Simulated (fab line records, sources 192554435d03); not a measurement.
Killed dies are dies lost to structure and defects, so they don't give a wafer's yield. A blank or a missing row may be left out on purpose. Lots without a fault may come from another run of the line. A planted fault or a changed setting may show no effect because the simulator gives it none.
Split-lot experiment | flow n5_finfet | 7 lots, 21 wafers read, on a route of 1938 steps

THE SPLIT
At N5_BEOL_M1_ILD_DEP_00 (deposits SiOC from DEMS/O2, target thk 79 nm, time 15.3 s), the setting time_s was moved away from the recipe's 15.3 s on 10 of the 21 wafers read, by -14.7% to +14.6%. The other wafers ran this setting at the recipe's value.

The file shows no step between the split and the reading.

THE READING
M1_ILD_THK, in nm, at N5_BEOL_M1_THK_MEAS_01. Fault-free wafers of this fab line usually give 78.5 nm, standard deviation 1.1 nm.

wafer  | tool, chamber at the split | time_s as run, s | against the recipe | M1_ILD_THK, nm | against lot-mates on the recipe
L074.1 | pecvd-01, 2                | 15.3             | recipe             | 77.3           | -
L074.4 | pecvd-01, 0                | 16.19            | +5.8%              | 83.5           | +6.2
L074.6 | pecvd-01, 1                | 16.19            | +5.8%              | 83.2           | +5.9
L078.1 | pecvd-04, 0                | 15.3             | recipe             | 76.5           | -
L078.2 | pecvd-04, 2                | 15.3             | recipe             | 77.9           | -
L078.6 | pecvd-04, 2                | 15.3             | recipe             | 79.0           | -
L079.1 | pecvd-01, 2                | 16.13            | +5.4%              | 82.3           | no lot-mate on the recipe
L079.2 | pecvd-01, 1                | 16.13            | +5.4%              | 82.0           | no lot-mate on the recipe
L079.6 | pecvd-01, 1                | 16.13            | +5.4%              | 83.0           | no lot-mate on the recipe
L085.1 | pecvd-04, 2                | 15.3             | recipe             | 76.2           | -
L085.3 | pecvd-04, 0                | 14.17            | -7.4%              | 69.3           | -7.7
L085.5 | pecvd-04, 2                | 15.3             | recipe             | 77.7           | -
L093.1 | pecvd-03, 0                | 14.23            | -7.0%              | 71.2           | -7.8
L093.4 | pecvd-03, 1                | 15.3             | recipe             | 79.0           | -
L093.6 | pecvd-03, 2                | 14.23            | -7.0%              | 73.4           | -5.6
L094.4 | pecvd-03, 1                | 15.3             | recipe             | 80.1           | -
L094.5 | pecvd-03, 2                | 13.05            | -14.7%             | 68.0           | -12.5
L094.6 | pecvd-03, 0                | 15.3             | recipe             | 80.9           | -
L095.1 | pecvd-03, 1                | 15.3             | recipe             | 78.6           | -
L095.2 | pecvd-03, 0                | 15.3             | recipe             | 78.8           | -
L095.6 | pecvd-03, 1                | 17.54            | +14.6%             | 90.9           | +12.2

THE FIT
A straight line over all 21 wafers: M1_ILD_THK changes by +0.829 nm for each +1% of time_s; r = +0.97; the points scatter about the line by 1.4 nm.
The same after taking each lot's own level away (the mean of its wafers on the recipe; 18 wafers): +0.896 nm for each +1%; r = +0.99; scatter 0.84 nm.
On that fit, the largest move of time_s shifts the reading by 13 nm.
The lots' own levels span 76.95 to 80.50 nm, that is 3.2 times the standard deviation above.
So the lot-to-lot level changes the slope little: the two slopes agree.
Check: with one of the wafers moved furthest among these (-14.7%) left out of the fit, the line predicts -13.6 nm for it against its lot-mates. It came out at -12.5 nm against them.

THE WHOLE CHAIN: every reading that the file lists as answering this split, in the file's order
step                   | what it does                                              | reading                                                                            | change (the file's fit)               | r (the file's)
N5_BEOL_M1_ILD_DEP_00  | deposits SiOC from DEMS/O2, target thk 79 nm, time 15.3 s | SiOC_of_BEOL_M1_ILD_DEP_00.thk_nm (the simulator's own value, which no gauge read) | +0.884 nm for each +1% of the setting | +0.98
N5_BEOL_M1_THK_MEAS_01 |                                                           | M1_ILD_THK                                                                         | +0.882 for each +1% of the setting    | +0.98

THE FILE'S OWN FIT
M1_ILD_THK changes by +0.882 nm for each +1% of time_s, r = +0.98.
